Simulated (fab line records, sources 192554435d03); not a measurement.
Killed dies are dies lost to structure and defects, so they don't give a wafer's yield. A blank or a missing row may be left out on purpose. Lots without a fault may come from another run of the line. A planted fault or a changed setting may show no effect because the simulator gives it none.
fab line records | flow n5_finfet
record lots=24 wafers=72 last_day=18
route steps=1938 shown BEOL_M13@1689 BEOL_M14@1730
lots that met no fault: from a run of the same line without faults
start_h: hours from the record's first day to the start of the lot's first wafer shown | wait_h: hours since the lot's step before | " the same as in the row above | L1.1+2: a row that stands for several wafers | - no value, or no start given | * or withheld: withheld | < > ~ a bound
route shown NAME@n: a module of which the file shows steps, and the number in the route of the first | usual: mean/standard deviation of fault-free wafers | same: alike in all rows | chamber/n: place in a boat | sites: the reading at each site | _std_site: their standard deviation | _edge_site: outer sites' mean less inner sites' | radius_mm: how far each site lies from the wafer's centre | mask NAME#n: copy n | behind: the tool/chamber that last shaped the wafer | hold: why the lot was held/for how many hours/how that ended | device: the transistor (n, p or np) that didn't switch | end of line: the same wafers' tests at the end of the route | a step without rows: its recipe alone | killed: dies lost to structure and defects at the first sort, not the wafer's yield | map: a wafer's dies, x killed, . not, _ none there
set.NAME: the setting as run; set.NAME@STEP: as run at that earlier step | model.NAME: the simulator's own value behind a step, which no gauge read
steps of the route over a sample of lots; a table a step, a row a wafer
services: from which hour (start_h, from the record's first day; less than 0 if before it) a tool's chamber was out of use, for how many hours, and why
## steps
# step N5_BEOL_M13_CD_MEAS_28
# recipe target_cd_nm=209.5 landing_energy_ev=500 detector=se_inlens
# usual cd_nm=208.7/1.7
# same landing_energy_ev=500
# columns lot.wafer tool chamber start_h wait_h cd_nm
L074.3 cd_sem-03 0 249.81 - 207.6
L074.4 " 0 " " 208.8
L074.6 " 0 " " 207.8
L075.1 cd_sem-01 0 259.59 - 208.3
L075.2 " 0 " " 207.6
L075.4 " 0 " " 208.9
L077.2 cd_sem-03 0 268.70 - 211.5
L077.5 " 0 " " 212.9
L077.6 " 0 " " 210.8
L076.2 cd_sem-03 0 278.87 - 207.8
L076.3 " 0 " " 208.1
L076.4 " 0 " " 207.5
L079.3 cd_sem-02 0 282.95 - 211.3
L079.4 " 0 " " 211.8
L079.6 " 0 " " 213.4
L080.1 cd_sem-01 0 283.03 - 207.7
L080.3 " 0 " " 206.8
L080.4 " 0 " " 208.1
L081.2 cd_sem-02 0 283.47 - 208.6
L081.3 " 0 " " 208.8
L081.5 " 0 " " 210.2
L082.3 cd_sem-02 0 298.66 - 208.9
L082.4 " 0 " " 208.7
L082.6 " 0 " " 206.9
L078.1 cd_sem-02 0 304.71 - 209.4
L078.4 " 0 " " 211.3
L078.5 " 0 " " 210.3
L083.4 cd_sem-03 0 307.88 - 208.5
L083.5 " 0 " " 210.2
L083.6 " 0 " " 210.1
L084.2 cd_sem-02 0 313.60 - 207.8
L084.4 " 0 " " 208.4
L084.6 " 0 " " 207.5
L085.1 cd_sem-02 0 334.50 - 208.3
L085.2 " 0 " " 209.3
L085.6 " 0 " " 212.0
L086.2 cd_sem-01 0 334.74 - 207.8
L086.5 " 0 " " 207.3
L086.6 " 0 " " 205.9
L088.1 cd_sem-03 0 342.80 - 208.7
L088.2 " 0 " " 207.9
L088.3 " 0 " " 208.6
L087.2 cd_sem-03 0 349.85 - 208.2
L087.3 " 0 " " 207.5
L087.6 " 0 " " 207.8
L090.1 cd_sem-02 0 363.01 - 207.1
L090.3 " 0 " " 207.4
L090.5 " 0 " " 206.0
L089.2 cd_sem-03 0 368.57 - 206.6
L089.4 " 0 " " 207.3
L089.6 " 0 " " 206.5
L091.1 cd_sem-02 0 370.24 - 208.9
L091.2 " 0 " " 210.0
L091.4 " 0 " " 210.6
L092.1 cd_sem-02 0 379.72 - 206.3
L092.3 " 0 " " 208.2
L092.4 " 0 " " 206.5
L095.1 cd_sem-02 0 387.13 - 208.7
L095.2 " 0 " " 208.7
L095.4 " 0 " " 209.8
L094.2 cd_sem-03 0 387.84 - 207.0
L094.3 " 0 " " 209.0
L094.5 " 0 " " 209.8
L093.1 cd_sem-03 0 390.71 - 209.7
L093.5 " 0 " " 210.1
L093.6 " 0 " " 208.6
L096.4 cd_sem-02 0 397.39 - 207.4
L096.5 " 0 " " 209.5
L096.6 " 0 " " 210.3
L097.2 cd_sem-01 0 398.81 - 211.9
L097.4 " 0 " " 208.8
L097.5 " 0 " " 210.2
# step N5_BEOL_M13_DESCUM_33
# recipe chemistry=O2 time_s=7.9 source_power_w=50 bias_power_w=20 pressure_mtorr=20 rf_frequency_hz=2.712e+07 temp_c=40 o2_flow_sccm=225
# usual drypump_motor_current_A=6.0/0.39 oes_product_au=0.79/0.086 rf_vpp_V=243.1/1.3 showerhead_plenum_p_Torr=2.08/0.063 throttle_valve_pct=20.41/0.28
# columns lot.wafer tool chamber start_h wait_h drypump_motor_current_A oes_product_au rf_hours_counter_h rf_vpp_V showerhead_plenum_p_Torr throttle_valve_pct
L074.3 rie_diel-01 0 250.52 0.7 6.2 0.90 26 242.7 2.10 19.88
L074.4 " 3 " " 5.9 0.71 221 242.7 2.05 20.35
L074.6 " 2 " " 6.0 0.70 - 244.2 2.15 20.57
L075.1 rie_diel-03 3 259.88 0.2 6.5 0.69 223 243.8 2.16 20.51
L075.2 " 1 " " 5.8 0.92 31 240.4 2.03 20.19
L075.4 " 2 " " 6.6 0.70 242 243.0 2.08 20.58
L077.2 rie_diel-02 0 268.84 0.1 6.7 0.85 78 243.6 2.13 20.17
L077.5 " 0 " " 6.7 0.84 - 242.8 2.13 20.16
L077.6 " 1 " " 5.7 0.72 - 241.3 2.01 20.96
L076.2 rie_diel-02 1 278.96 0.0 5.7 0.72 187 241.8 2.01 20.99
L076.3 " 2 " " 5.7 0.95 16 243.7 2.21 20.35
L076.4 " 0 " " 6.6 0.84 80 244.7 2.13 20.16
L079.3 rie_diel-03 1 283.17 0.2 5.8 0.90 38 243.4 2.03 20.20
L079.4 " 3 " " 6.4 0.69 - 244.3 2.15 20.53
L079.6 " 1 " " 5.8 0.90 - 243.1 2.03 20.20
L080.1 rie_diel-02 2 283.27 0.2 5.7 0.95 18 247.1 2.20 20.35
L080.3 " 3 " " 5.8 0.72 206 243.0 1.97 20.15
L080.4 " 0 " " 6.6 0.85 82 243.3 2.13 20.17
L081.2 rie_diel-01 3 283.56 0.0 5.9 0.70 226 243.1 2.05 20.38
L081.3 " 2 " " 6.0 0.69 193 245.1 2.15 20.59
L081.5 " 3 " " 5.9 0.71 - 243.1 2.05 20.38
L082.3 rie_diel-01 2 298.75 0.0 6.0 0.69 198 243.6 2.15 20.60
L082.4 " 1 " " 6.1 0.86 61 241.8 2.05 20.61
L082.6 " 3 " " 5.9 0.70 - 243.3 2.05 20.37
L078.1 rie_diel-02 1 304.80 0.0 5.7 0.71 196 241.6 2.00 21.00
L078.4 " 2 " " 5.7 0.93 25 244.7 2.20 20.38
L078.5 " 1 " " 5.7 0.71 - 241.9 2.00 21.00
L083.4 rie_diel-03 3 307.98 0.0 6.4 0.68 - 244.3 2.15 20.54
L083.5 " 1 " " 5.8 0.88 - 241.6 2.03 20.21
L083.6 " 0 " " 5.2 0.76 - 243.3 2.11 20.50
L084.2 rie_diel-02 0 314.93 1.3 6.6 0.84 92 243.6 2.13 20.18
L084.4 " 2 " " 5.7 0.93 29 245.3 2.20 20.39
L084.6 " 0 " " 6.7 0.84 - 244.2 2.13 20.20
L085.1 rie_diel-02 2 334.70 0.1 5.7 0.91 35 244.9 2.20 20.38
L085.2 " 3 " " 5.9 0.70 222 243.9 1.97 20.17
L085.6 " 0 " " 6.7 0.81 - 243.1 2.13 20.18
L086.2 rie_diel-02 2 335.35 0.6 5.7 0.91 35 245.9 2.20 20.38
L086.5 " 3 " " 5.8 0.70 - 240.4 1.97 20.16
L086.6 " 0 " " 6.6 0.82 - 243.5 2.13 20.20
L088.1 rie_diel-03 2 342.89 0.0 6.5 0.93 8 244.0 2.08 20.38
L088.2 " 1 " " 5.8 0.86 60 241.1 2.03 20.22
L088.3 " 0 " " 5.3 0.75 162 243.0 2.11 20.52
L087.2 rie_diel-03 1 349.95 0.0 5.8 0.87 63 241.8 2.02 20.23
L087.3 " 0 " " 5.2 0.74 165 243.9 2.10 20.51
L087.6 " 0 " " 5.3 0.74 - 242.0 2.10 20.50
L090.1 rie_diel-02 3 363.10 0.0 5.8 0.70 232 241.7 1.97 20.18
L090.3 " 1 " " 5.8 0.70 213 241.6 2.00 21.00
L090.5 " 1 " " 5.8 0.70 - 241.1 2.00 21.01
L089.2 rie_diel-01 1 368.65 0.0 6.0 0.84 78 242.0 2.04 20.65
L089.4 " 0 " " 6.2 0.85 56 245.3 2.08 19.94
L089.6 " 3 " " 5.9 0.69 - 242.6 2.04 20.39
L091.1 rie_diel-01 3 370.33 0.0 5.9 0.68 247 243.0 2.04 20.39
L091.2 " 1 " " 6.0 0.84 78 241.5 2.04 20.63
L091.4 " 0 " " 6.2 0.86 57 243.4 2.08 19.92
L092.1 rie_diel-01 0 379.81 0.0 6.2 0.85 60 243.4 2.08 19.96
L092.3 " 2 " " 6.0 0.68 218 244.6 2.14 20.64
L092.4 " 1 " " 6.0 0.83 82 242.5 2.04 20.65
L095.1 rie_diel-01 2 387.22 0.0 6.0 0.68 221 244.9 2.14 20.63
L095.2 " 1 " " 6.1 0.82 85 241.0 2.04 20.65
L095.4 " 0 " " 6.2 0.84 - 243.7 2.08 19.95
L094.2 rie_diel-03 1 387.98 0.1 5.9 0.83 76 242.4 2.02 20.26
L094.3 " 3 " " 6.5 0.91 8 244.0 2.14 20.24
L094.5 " 1 " " 5.9 0.84 - 241.7 2.02 20.25
L093.1 rie_diel-01 1 390.80 0.0 6.1 0.83 87 241.8 2.04 20.66
L093.5 " 2 " " 6.1 0.67 - 243.0 2.14 20.63
L093.6 " 1 " " 6.1 0.83 - 241.9 2.04 20.64
L096.4 rie_diel-03 0 397.47 0.0 5.2 0.74 182 243.1 2.10 20.54
L096.5 " 3 " " 6.4 0.90 - 243.5 2.14 20.23
L096.6 " 0 " " 5.3 0.73 - 243.4 2.10 20.55
L097.2 rie_diel-03 1 398.90 0.0 5.8 0.84 80 241.5 2.02 20.26
L097.4 " 2 " " 6.6 0.87 28 242.6 2.07 20.38
L097.5 " 1 " " 5.8 0.84 - 241.5 2.02 20.26
# step N5_BEOL_M13_ETCH_68
# recipe chemistry=N2/H2 target=SOC mask_material=SiARC source_w=3000 bias_w=350 temp_c=40 time_s=355 ion_energy_ev=200 pressure_mtorr=30 n2_flow_sccm=200 h2_flow_sccm=200
# usual drypump_motor_current_A=6.0/0.39 oes_product_au=0.79/0.088 rf_vpp_V=523.6/2.5 showerhead_plenum_p_Torr=2.52/0.081 throttle_valve_pct=17.71/0.25
# columns lot.wafer tool chamber start_h wait_h drypump_motor_current_A oes_product_au rf_hours_counter_h rf_vpp_V showerhead_plenum_p_Torr throttle_valve_pct
L074.3 rie_diel-01 0 250.70 0.1 6.2 0.90 27 525.4 2.56 17.29
L074.4 " 3 " " 5.9 0.70 222 522.9 2.51 17.97
L074.6 " 2 " " 6.0 0.71 - 528.7 2.62 17.96
L075.1 rie_diel-03 3 260.07 0.1 6.4 0.69 223 526.9 2.61 17.87
L075.2 " 1 " " 5.9 0.91 31 522.8 2.49 17.46
L075.4 " 2 " " 6.6 0.70 242 524.7 2.50 17.88
L077.2 rie_diel-02 0 269.02 0.1 6.7 0.84 78 523.6 2.57 17.30
L077.5 " 0 " " 6.7 0.85 - 524.4 2.57 17.29
L077.6 " 1 " " 5.7 0.72 - 520.1 2.40 18.04
L076.2 rie_diel-02 1 279.15 0.1 5.7 0.71 187 518.3 2.40 18.05
L076.3 " 2 " " 5.7 0.96 16 529.5 2.71 17.82
L076.4 " 0 " " 6.6 0.84 80 523.5 2.57 17.29
L079.3 rie_diel-03 1 283.35 0.1 5.9 0.91 39 521.4 2.48 17.49
L079.4 " 3 " " 6.4 0.69 - 526.7 2.61 17.87
L079.6 " 1 " " 5.8 0.90 - 524.8 2.48 17.48
L080.1 rie_diel-02 2 283.45 0.1 5.7 0.95 18 529.2 2.71 17.83
L080.3 " 3 " " 5.8 0.71 207 521.1 2.42 17.70
L080.4 " 0 " " 6.6 0.83 82 525.3 2.57 17.32
L081.2 rie_diel-01 3 283.74 0.1 5.9 0.69 227 522.8 2.51 17.99
L081.3 " 2 " " 6.0 0.69 194 526.4 2.62 17.98
L081.5 " 3 " " 5.9 0.69 - 523.6 2.51 17.99
L082.3 rie_diel-01 2 298.93 0.1 6.0 0.68 198 527.5 2.61 17.99
L082.4 " 1 " " 6.1 0.86 61 523.2 2.47 17.77
L082.6 " 3 " " 5.9 0.68 - 522.6 2.51 18.00
L078.1 rie_diel-02 1 304.98 0.1 5.7 0.71 196 520.4 2.40 18.05
L078.4 " 2 " " 5.7 0.94 25 528.4 2.71 17.82
L078.5 " 1 " " 5.7 0.71 - 520.0 2.40 18.05
L083.4 rie_diel-03 3 308.25 0.1 6.4 0.68 - 527.1 2.60 17.89
L083.5 " 1 " " 5.8 0.90 - 520.8 2.48 17.49
L083.6 " 0 " " 5.2 0.76 - 524.6 2.53 17.63
L084.2 rie_diel-02 0 315.11 0.1 6.7 0.83 92 524.9 2.57 17.32
L084.4 " 2 " " 5.7 0.93 29 528.0 2.71 17.81
L084.6 " 0 " " 6.7 0.84 - 525.6 2.57 17.32
L085.1 rie_diel-02 2 334.88 0.1 5.7 0.92 35 528.6 2.70 17.86
L085.2 " 3 " " 5.9 0.71 222 519.8 2.41 17.74
L085.6 " 0 " " 6.7 0.81 - 524.6 2.56 17.34
L086.2 rie_diel-02 2 335.53 0.1 5.7 0.92 36 526.4 2.70 17.85
L086.5 " 3 " " 5.8 0.71 - 520.9 2.41 17.73
L086.6 " 0 " " 6.7 0.82 - 524.8 2.56 17.32
L088.1 rie_diel-03 2 343.07 0.1 6.6 0.92 8 522.2 2.49 17.56
L088.2 " 1 " " 5.9 0.87 61 522.8 2.47 17.52
L088.3 " 0 " " 5.3 0.75 162 523.5 2.52 17.65
L087.2 rie_diel-03 1 350.13 0.1 5.9 0.86 64 522.6 2.47 17.50
L087.3 " 0 " " 5.3 0.74 165 524.5 2.52 17.65
L087.6 " 0 " " 5.3 0.74 - 523.6 2.52 17.65
L090.1 rie_diel-02 3 363.28 0.1 5.8 0.71 232 519.2 2.41 17.74
L090.3 " 1 " " 5.8 0.70 213 520.5 2.39 18.09
L090.5 " 1 " " 5.7 0.70 - 521.3 2.39 18.10
L089.2 rie_diel-01 1 368.83 0.1 6.1 0.83 78 520.9 2.47 17.82
L089.4 " 0 " " 6.2 0.85 56 523.9 2.55 17.33
L089.6 " 3 " " 5.9 0.67 - 522.0 2.50 18.02
L091.1 rie_diel-01 3 370.51 0.1 5.9 0.68 247 524.2 2.50 18.02
L091.2 " 1 " " 6.1 0.83 79 522.5 2.47 17.82
L091.4 " 0 " " 6.2 0.86 57 525.8 2.55 17.34
L092.1 rie_diel-01 0 379.99 0.1 6.2 0.85 60 525.7 2.55 17.35
L092.3 " 2 " " 6.0 0.67 218 527.3 2.61 18.01
L092.4 " 1 " " 6.1 0.83 82 522.6 2.46 17.80
L095.1 rie_diel-01 2 387.40 0.1 6.0 0.67 221 526.1 2.60 18.03
L095.2 " 1 " " 6.0 0.82 85 520.7 2.46 17.82
L095.4 " 0 " " 6.2 0.85 - 525.9 2.54 17.35
L094.2 rie_diel-03 1 388.17 0.1 5.8 0.84 77 521.6 2.47 17.55
L094.3 " 3 " " 6.4 0.93 8 526.2 2.59 17.51
L094.5 " 1 " " 5.9 0.84 - 521.3 2.47 17.55
L093.1 rie_diel-01 1 390.98 0.1 6.1 0.82 87 522.0 2.46 17.82
L093.5 " 2 " " 6.0 0.68 - 526.9 2.60 18.03
L093.6 " 1 " " 6.1 0.83 - 522.6 2.46 17.83
L096.4 rie_diel-03 0 397.65 0.1 5.3 0.73 182 523.9 2.52 17.70
L096.5 " 3 " " 6.4 0.90 - 525.9 2.59 17.54
L096.6 " 0 " " 5.3 0.73 - 524.4 2.52 17.69
L097.2 rie_diel-03 1 399.08 0.1 5.8 0.85 81 521.8 2.47 17.56
L097.4 " 2 " " 6.6 0.87 28 522.9 2.48 17.60
L097.5 " 1 " " 5.8 0.85 - 521.2 2.47 17.55
# step N5_BEOL_M13_SPUTTER_43
# recipe material=TaN target_thk_a=150 temp_c=50 bias_v=168.6 power_w=15000 chamber_pressure_pa=0.12 time_s=24.19
# usual bias_v=168.7/1.6 chamber_pressure_pa=0.11999/0.00024 throttle_valve_pct=30.2/0.97
# columns lot.wafer tool chamber start_h wait_h bias_v chamber_pressure_pa throttle_valve_pct
L074.3 pvd_sputter-02 - 256.02 0.0 171.7 0.12006 31.6
L074.4 " - " " 168.6 0.11985 29.7
L074.6 " - " " 170.8 0.12002 30.3
L075.1 pvd_sputter-03 - 263.34 0.0 166.4 0.12038 29.1
L075.2 " - " " 170.4 0.1201 30.7
L075.4 " - " " 170.1 0.11964 31.5
L077.2 pvd_sputter-01 - 270.18 0.0 167.3 0.11991 30.5
L077.5 " - " " 169.5 0.11973 30.0
L077.6 " - " " 169.6 0.11962 28.7
L076.2 pvd_sputter-02 - 280.32 0.0 167.9 0.12011 29.9
L076.3 " - " " 166.2 0.12027 30.2
L076.4 " - " " 170.1 0.11965 29.7
L079.3 pvd_sputter-03 - 285.72 0.0 170.5 0.12 29.8
L079.4 " - " " 167.4 0.11957 29.2
L079.6 " - " " 167.3 0.1199 31.5
L080.1 pvd_sputter-02 - 286.84 0.0 172.1 0.12021 29.4
L080.3 " - " " 170.8 0.11993 29.9
L080.4 " - " " 167.8 0.11967 32.1
L081.2 pvd_sputter-01 - 287.33 0.0 166.8 0.11986 28.9
L081.3 " - " " 167.9 0.12004 30.2
L081.5 " - " " 165.1 0.12004 30.0
L082.3 pvd_sputter-03 - 302.27 0.0 168.9 0.11986 31.4
L082.4 " - " " 168.5 0.12004 29.0
L082.6 " - " " 169.2 0.12023 30.7
L078.1 pvd_sputter-01 - 309.83 0.0 169.0 0.11981 31.5
L078.4 " - " " 167.8 0.12018 28.7
L078.5 " - " " 168.1 0.12002 30.5
L083.4 pvd_sputter-01 - 310.27 0.0 168.7 0.12012 30.2
L083.5 " - " " 166.3 0.12017 32.0
L083.6 " - " " 168.8 0.11984 28.8
L084.2 pvd_sputter-03 - 318.88 0.0 170.4 0.12032 29.8
L084.4 " - " " 170.1 0.11982 31.5
L084.6 " - " " 167.4 0.11963 31.4
L085.1 pvd_sputter-02 - 336.48 0.0 168.8 0.12017 30.0
L085.2 " - " " 169.8 0.12048 31.9
L085.6 " - " " 168.5 0.11998 29.6
L086.2 pvd_sputter-02 - 336.98 0.0 168.3 0.11966 29.3
L086.5 " - " " 169.5 0.12028 29.9
L086.6 " - " " 169.9 0.11953 31.7
L088.1 pvd_sputter-03 - 344.02 0.0 167.3 0.12018 29.0
L088.2 " - " " 170.1 0.12022 29.8
L088.3 " - " " 170.8 0.11955 31.4
L087.2 pvd_sputter-01 - 350.96 0.0 169.5 0.11959 30.1
L087.3 " - " " 167.1 0.12019 31.7
L087.6 " - " " 167.1 0.12006 28.6
L090.1 pvd_sputter-01 - 365.01 0.0 170.0 0.11974 31.6
L090.3 " - " " 169.2 0.1201 28.7
L090.5 " - " " 170.9 0.11957 31.9
L089.2 pvd_sputter-01 - 371.04 0.0 169.2 0.11998 30.3
L089.4 " - " " 168.1 0.12019 28.6
L089.6 " - " " 169.4 0.11995 31.5
L091.1 pvd_sputter-03 - 372.40 0.0 169.2 0.12047 30.8
L091.2 " - " " 167.1 0.11999 29.8
L091.4 " - " " 169.1 0.12009 28.9
L092.1 pvd_sputter-02 - 384.41 0.0 167.9 0.12018 31.8
L092.3 " - " " 165.8 0.12025 29.9
L092.4 " - " " 170.3 0.12003 29.6
L095.1 pvd_sputter-02 - 389.47 0.0 168.3 0.12008 29.9
L095.2 " - " " 167.9 0.12004 29.4
L095.4 " - " " 170.5 0.12048 29.9
L094.2 pvd_sputter-02 - 389.87 0.0 167.8 0.12037 30.1
L094.3 " - " " 166.4 0.1205 31.8
L094.5 " - " " 168.9 0.12006 29.5
L093.1 pvd_sputter-02 - 393.65 0.0 166.8 0.1199 31.6
L093.5 " - " " 165.7 0.12028 29.8
L093.6 " - " " 165.1 0.11987 29.4
L096.4 pvd_sputter-02 - 400.13 0.0 170.0 0.11952 29.9
L096.5 " - " " 169.6 0.12001 31.8
L096.6 " - " " 169.7 0.12004 29.6
L097.2 pvd_sputter-02 - 400.53 0.0 169.6 0.1196 30.0
L097.4 " - " " 169.2 0.1197 32.2
L097.5 " - " " 170.4 0.11986 29.9
# step N5_BEOL_M14_ETCH_59
# recipe chemistry=N2/H2 target=BARC target_depth_a=890 overetch_a=267 time_s=67.9 ion_energy_ev=200 pressure_mtorr=30 source_w=840 bias_w=150 n2_flow_sccm=200 h2_flow_sccm=200
# usual drypump_motor_current_A=5.7/0.41 oes_product_au=0.72/0.054 rf_vpp_V=524.8/1.9 showerhead_plenum_p_Torr=2.58/0.06 throttle_valve_pct=17.76/0.2
# columns lot.wafer tool chamber start_h wait_h drypump_motor_current_A oes_product_au rf_hours_counter_h rf_vpp_V showerhead_plenum_p_Torr throttle_valve_pct
L074.3 rie_diel-05 2 257.86 0.0 5.7 0.64 150 527.1 2.67 18.09
L074.4 " 0 " " 5.3 0.75 - 522.5 2.51 17.96
L074.6 " 1 " " 6.1 0.71 - 523.8 2.58 17.53
L075.1 rie_diel-05 0 265.18 0.0 5.4 0.74 41 523.0 2.50 17.95
L075.2 " 1 " " 6.1 0.71 63 523.8 2.58 17.52
L075.4 " 1 " " 6.1 0.72 - 525.7 2.58 17.51
L077.2 rie_diel-04 0 272.29 0.0 5.3 0.76 26 525.4 2.58 17.67
L077.5 " 0 " " 5.3 0.76 - 526.2 2.58 17.68
L077.6 " 2 " " 5.9 0.66 - 528.6 2.64 17.87
L076.2 rie_diel-04 1 282.30 0.0 5.4 0.80 12 526.4 2.62 17.94
L076.3 " 3 " " 5.3 0.81 2 522.2 2.49 17.71
L076.4 " 2 " " 5.9 0.66 148 526.8 2.64 17.86
L079.3 rie_diel-05 1 287.66 0.0 6.1 0.71 73 524.9 2.57 17.53
L079.4 " 1 " " 6.1 0.71 - 525.2 2.57 17.52
L079.6 " 0 " " 5.3 0.73 - 521.7 2.50 17.97
L080.1 rie_diel-04 0 289.02 0.0 5.3 0.75 32 525.9 2.58 17.68
L080.3 " 3 " " 5.3 0.81 4 523.7 2.49 17.71
L080.4 " 1 " " 5.4 0.79 15 525.8 2.62 17.93
L081.2 rie_diel-04 0 289.70 0.0 5.3 0.75 33 525.2 2.58 17.69
L081.3 " 1 " " 5.4 0.79 16 525.6 2.62 17.93
L081.5 " 3 " " 5.3 0.80 - 524.1 2.49 17.70
L082.3 rie_diel-04 3 304.32 0.0 5.4 0.78 9 522.4 2.49 17.70
L082.4 " 0 " " 5.3 0.74 38 526.3 2.57 17.70
L082.6 " 2 " " 5.9 0.65 - 526.4 2.64 17.88
L078.1 rie_diel-06 1 312.81 0.0 6.5 0.75 45 525.8 2.57 17.43
L078.4 " 2 " " 6.4 0.74 - 524.7 2.56 17.54
L078.5 " 3 " " 5.7 0.70 - 524.2 2.58 17.61
L083.4 rie_diel-06 2 313.19 0.0 6.4 0.74 - 524.7 2.56 17.54
L083.5 " 1 " " 6.5 0.75 - 525.2 2.57 17.45
L083.6 " 3 " " 5.7 0.70 - 524.1 2.58 17.61
L084.2 rie_diel-06 1 323.94 0.0 6.4 0.74 48 524.0 2.57 17.42
L084.4 " 0 " " 5.4 0.86 2 528.2 2.70 17.54
L084.6 " 1 " " 6.5 0.74 - 524.7 2.57 17.43
L085.1 rie_diel-06 1 338.53 0.0 6.5 0.74 52 525.4 2.57 17.45
L085.2 " 3 " " 5.7 0.69 74 525.2 2.58 17.63
L085.6 " 0 " " 5.3 0.83 - 528.9 2.70 17.54
L086.2 rie_diel-04 2 338.89 0.0 5.8 0.65 168 528.0 2.63 17.90
L086.5 " 2 " " 5.8 0.64 - 525.6 2.63 17.89
L086.6 " 3 " " 5.3 0.75 - 522.1 2.48 17.74
L088.1 rie_diel-04 1 345.86 0.0 5.4 0.76 36 524.5 2.61 17.97
L088.2 " 2 " " 5.8 0.65 172 527.3 2.63 17.90
L088.3 " 3 " " 5.3 0.75 26 521.2 2.48 17.76
L087.2 rie_diel-05 3 353.18 0.0 6.1 0.80 14 522.3 2.51 17.86
L087.3 " 0 " " 5.3 0.70 77 521.8 2.49 18.03
L087.6 " 0 " " 5.4 0.71 - 522.8 2.49 18.03
L090.1 rie_diel-06 2 367.28 0.0 6.4 0.73 75 524.8 2.56 17.57
L090.3 " 3 " " 5.7 0.68 83 524.2 2.58 17.65
L090.5 " 1 " " 6.5 0.73 - 524.8 2.56 17.46
L089.2 rie_diel-04 1 372.93 0.0 5.4 0.74 48 524.7 2.60 17.98
L089.4 " 2 " " 5.8 0.64 183 526.6 2.62 17.93
L089.6 " 0 " " 5.3 0.72 - 525.7 2.57 17.72
L091.1 rie_diel-06 0 374.41 0.0 5.4 0.79 17 528.4 2.69 17.54
L091.2 " 3 " " 5.7 0.68 85 524.3 2.58 17.65
L091.4 " 2 " " 6.4 0.73 77 523.8 2.56 17.57
L092.1 rie_diel-05 0 386.65 0.0 5.3 0.69 89 522.7 2.48 18.04
L092.3 " 2 " " 5.7 0.61 200 527.2 2.65 18.18
L092.4 " 3 " " 6.1 0.79 25 521.5 2.50 17.86
L095.1 rie_diel-04 0 391.35 0.0 5.3 0.71 64 525.0 2.56 17.73
L095.2 " 1 " " 5.4 0.73 55 525.7 2.60 18.00
L095.4 " 2 " " 5.8 0.63 191 524.4 2.62 17.94
L094.2 rie_diel-04 1 391.83 0.0 5.4 0.73 55 525.5 2.60 18.00
L094.3 " 3 " " 5.3 0.73 43 521.8 2.47 17.80
L094.5 " 1 " " 5.4 0.72 - 524.7 2.60 18.01
L093.1 rie_diel-04 3 395.49 0.0 5.3 0.73 45 522.4 2.47 17.79
L093.5 " 2 " " 5.8 0.63 - 527.1 2.62 17.95
L093.6 " 1 " " 5.4 0.73 - 524.8 2.60 18.01
L096.4 rie_diel-06 1 402.04 0.0 6.5 0.72 - 524.0 2.56 17.49
L096.5 " 0 " " 5.3 0.78 - 528.3 2.69 17.58
L096.6 " 3 " " 5.7 0.67 - 526.1 2.57 17.67
L097.2 rie_diel-05 1 402.52 0.0 6.1 0.65 117 525.3 2.55 17.62
L097.4 " 0 " " 5.3 0.69 95 522.2 2.48 18.07
L097.5 " 0 " " 5.4 0.69 - 519.9 2.48 18.05
# step N5_BEOL_M14_OCD_MEAS_35
# usual trench_depth_nm=559/17
# columns lot.wafer tool chamber start_h wait_h trench_depth_nm
L074.3 ocd-02 - 259.58 0.0 578
L074.4 " - " " 559
L074.6 " - " " 532
L075.1 ocd-02 - 266.61 0.0 555
L075.2 " - " " 574
L075.4 " - " " 542
L077.2 ocd-01 - 273.84 0.0 536
L077.5 " - " " 531
L077.6 " - " " 571
L076.2 ocd-01 - 283.77 0.0 521
L076.3 " - " " 565
L076.4 " - " " 554
L079.3 ocd-01 - 289.31 0.0 552
L079.4 " - " " 570
L079.6 " - " " 536
L080.1 ocd-01 - 290.63 0.0 545
L080.3 " - " " 565
L080.4 " - " " 587
L081.2 ocd-01 - 291.21 0.0 516
L081.3 " - " " 546
L081.5 " - " " 562
L082.3 ocd-01 - 305.93 0.0 551
L082.4 " - " " 568
L082.6 " - " " 556
L078.1 ocd-02 - 314.36 0.0 569
L078.4 " - " " 582
L078.5 " - " " 564
L083.4 ocd-01 - 314.59 0.0 568
L083.5 " - " " 568
L083.6 " - " " 549
L084.2 ocd-02 - 325.50 0.0 564
L084.4 " - " " 555
L084.6 " - " " 557
L085.1 ocd-01 - 340.08 0.0 541
L085.2 " - " " 566
L085.6 " - " " 551
L086.2 ocd-01 - 340.32 0.0 572
L086.5 " - " " 523
L086.6 " - " " 559
L088.1 ocd-02 - 347.32 0.0 562
L088.2 " - " " 555
L088.3 " - " " 560
L087.2 ocd-01 - 354.65 0.0 594
L087.3 " - " " 573
L087.6 " - " " 572
L090.1 ocd-02 - 369.07 0.0 529
L090.3 " - " " 562
L090.5 " - " " 527
L089.2 ocd-01 - 374.36 0.0 563
L089.4 " - " " 529
L089.6 " - " " 526
L091.1 ocd-01 - 376.43 0.0 564
L091.2 " - " " 555
L091.4 " - " " 555
L092.1 ocd-02 - 388.08 0.0 557
L092.3 " - " " 522
L092.4 " - " " 561
L095.1 ocd-02 - 393.24 0.0 587
L095.2 " - " " 556
L095.4 " - " " 566
L094.2 ocd-01 - 393.28 0.0 566
L094.3 " - " " 554
L094.5 " - " " 574
L093.1 ocd-01 - 397.40 0.0 535
L093.5 " - " " 561
L093.6 " - " " 534
L096.4 ocd-01 - 403.84 0.0 529
L096.5 " - " " 576
L096.6 " - " " 531
L097.2 ocd-01 - 404.19 0.0 550
L097.4 " - " " 564
L097.5 " - " " 572
## services
# columns tool chamber start_h hours kind
rie_diel-05 3 242.46 40.9 repair
rie_diel-04 1 252.29 3.0 repair
rie_diel-01 3 254.41 9.7 repair
rie_diel-02 3 255.88 9.2 repair
rie_diel-03 3 274.13 5.8 repair
rie_diel-01 3 275.10 4.1 repair
rie_diel-06 2 275.94 2.5 repair
rie_diel-03 2 283.09 - clean
rie_diel-03 2 283.09 - consumable_replace:focus_ring
rie_diel-03 2 283.09 32.6 scheduled_down
rie_diel-03 2 283.09 32.6 vent_cycle
rie_diel-03 0 311.45 3.0 repair
rie_diel-02 1 338.28 8.1 repair
rie_diel-03 3 340.36 - clean
rie_diel-03 3 340.36 - consumable_replace:esc
rie_diel-03 3 340.36 - consumable_replace:focus_ring
rie_diel-03 3 340.36 23.1 scheduled_down
rie_diel-03 3 340.36 23.1 vent_cycle
rie_diel-02 - 367.53 0.8 repair
rie_diel-01 3 380.35 - clean
rie_diel-01 3 380.35 - consumable_replace:focus_ring
rie_diel-01 3 380.35 17.6 scheduled_down
rie_diel-01 3 380.35 17.6 vent_cycle
rie_diel-03 1 400.97 6.0 repair
## key
fault none
